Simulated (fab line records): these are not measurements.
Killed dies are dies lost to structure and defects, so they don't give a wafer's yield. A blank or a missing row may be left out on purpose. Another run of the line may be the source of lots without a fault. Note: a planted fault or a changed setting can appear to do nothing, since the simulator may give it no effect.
Struck lot and sound lot, side by side / flow n5Finfet / 15 out of 1938 route steps
Sound: wafers L313.1, L313.5, L313.6. Struck: wafer L323.6 (L323.1, L323.5, from the same lot, were not struck and are left out); the cause is given at the end.
Each step with rows lists, per side, the tool, then ch with its chambers, then its first start. Under that, the readings that differ: sound wafers / struck wafers / difference of the means / sigmas: that difference in standard deviations of wafers without a fault.
alike: readings with means less than 2 such deviations apart, plus words and numbers identical on both sides. not compared: withheld readings, readings lacking a value on some wafer, bounds such as >300 that could conceal the same value, and numbers that have no deviation in the record and whose values overlap.
Wherever a step has rows on one side only, a row that says differs or no value, or a row with sigmas, the two part there. Numbers that don't overlap but have no deviation are shown without sigmas and don't part them. A reading that every wafer of one side lacks parts them only if that side has two wafers or more.

first, 8 steps without rows for these wafers: N5_BEOL_M12_COAT_58 (time 60 s, resist thk 89 nm); N5_BEOL_M12_COAT_04 (resist thk 400 nm); N5_BEOL_M12_EBR_06; N5_BEOL_M12_SOFTBAKE_05 (time 60 s); N5_BEOL_M12_EXPOSE_07 (exposes mask V11); N5_BEOL_M12_PEB_08 (peb time 90 s); N5_BEOL_M12_DEVELOP_09 (develop time 45 s); N5_BEOL_M12_HARDBAKE_14 (time 120 s).
N5_BEOL_M12_CD_MEAS_10: target cd 140 nm.
  sound on cdSem-03 ch 0, day 10 07:17; struck on cdSem-03 ch 0, day 13 20:55
  alike: cdNm
N5_BEOL_M12_OVL_MEAS_11:
  sound on overlay-01 ch 0, day 10 07:19; struck on overlay-01 ch 0, day 13 20:57
reading=V11_OVL (nm); sound=1 3 0; struck=-12; difference=-13; sigmas=-2
N5_BEOL_M12_INSPECT_12: inspects for defects (macro).
  sound: defectInspect-02 at day 10 07:20; struck: defectInspect-01 at day 13 20:58
  alike: rawDefectCount
N5_BEOL_M12_DESCUM_15: chemistry O2, time 7.9 s.
  sound on rieDiel-01 ch 1,2,3, day 10 07:22; struck on rieDiel-01 ch 3, day 13 21:01
reading=tempC (C); sound=40.12 40.03 40.03; struck=39.81; difference=-0.25; sigmas=-2
  alike: drypumpMotorCurrentA, oesProductAu, rfFwdPowerW, rfVppV, showerheadPlenumPTorr, throttleValvePct
  not compared: rfHoursCounterH
N5_BEOL_M12_ETCH_59: etches BARC in N2/H2, target depth 89 nm, overetch 26.7 nm, time 67.9 s.
  sound on rieDiel-01 ch 1,2,3, day 10 07:24; struck on rieDiel-01 ch 3, day 13 21:02
reading=h2FlowSccm (sccm); sound=200.5 199.7 200.1; struck=179.3; difference=-20.8; sigmas=-35
reading=showerheadPlenumPTorr (Torr); sound=2.48 2.68 2.61; struck=2.40; difference=-0.19; sigmas=-3
reading=throttleValvePct (%); sound=17.67 17.62 18.00; struck=17.20; difference=-0.56; sigmas=-3
  alike: drypumpMotorCurrentA, oesProductAu, rfFwdPowerW, rfVppV
  not compared: rfHoursCounterH
N5_BEOL_M12_VIA_ETCH_16: etches SiOC in C4F8/O2/Ar, target depth 724.8 nm.
  sound on rieDiel-01 ch 1,2,3, day 10 07:27; struck on rieDiel-01 ch 3, day 13 21:05
  alike: drypumpMotorCurrentA, oesProductAu, rfFwdPowerW, rfVppV, showerheadPlenumPTorr, throttleValvePct
N5_PASSIVATION_PROBE_49:
  rows exist in the record for the struck wafers here (prober-02, day 15 08:15), but not for the sound ones

== WHERE THEY PART ==
Earliest at N5_BEOL_M12_OVL_MEAS_11; latest, in this record, at N5_PASSIVATION_PROBE_49.

WHY: what the simulator had put in
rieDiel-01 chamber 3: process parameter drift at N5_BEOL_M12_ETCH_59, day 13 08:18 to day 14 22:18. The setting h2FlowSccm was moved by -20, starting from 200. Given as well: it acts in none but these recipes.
